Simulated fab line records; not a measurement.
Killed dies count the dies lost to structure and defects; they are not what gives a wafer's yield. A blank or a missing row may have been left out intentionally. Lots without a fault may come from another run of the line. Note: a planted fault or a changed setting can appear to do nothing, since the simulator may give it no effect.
Chamber matching    flow nand_harc    NHARC_A_M0_DEP_32 on pecvd-01: 3 sister chambers
The step deposits SiCN, target thk 30 nm. 3 wafers are shown with their chamber, then 12 later ones without.

## EACH WAFER AND ITS CHAMBER
wafer   chamber  heater_power_w (W)
L092.2  0        758
L092.3  1        669
L092.6  2        456

## WAFERS WHOSE CHAMBER IS MISSING
wafer   heater_power_w (W)
L095.2  732
L095.5  404
L095.6  722
L094.4  793
L094.5  683
L094.6  419
L097.3  435
L097.4  424
L097.6  714
L096.3  686
L096.4  423
L096.5  616

## EACH ONE'S CHAMBER
wafer   from the rows above      in truth
L095.2  can't be placed: 0 or 1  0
L095.5  2                        2
L095.6  can't be placed: 0 or 1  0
L094.4  0                        0
L094.5  can't be placed: 1 or 0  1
L094.6  2                        2
L097.3  2                        2
L097.4  2                        2
L097.6  can't be placed: 0 or 1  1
L096.3  can't be placed: 1 or 0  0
L096.4  2                        2
L096.5  1                        1
7 of 12 placed correctly. These rows do not allow placing 5 (true chamber among the candidates in 5). Wrongly placed: 0.
How it was worked out, from the rows above alone: a wafer's distance from a chamber is the root of the sum, over the readings, of the square of ((its reading less the chamber's mean) divided by the reading's scatter). If the next closest chamber is less than 2 further off than the closest, the wafer can't be placed; otherwise it belongs to the closest. The mean given for a chamber averages the wafers shown for that chamber. The scatter: with one shown wafer a chamber, the root of the mean of the squares of how far each hidden wafer lies from its nearest shown one.
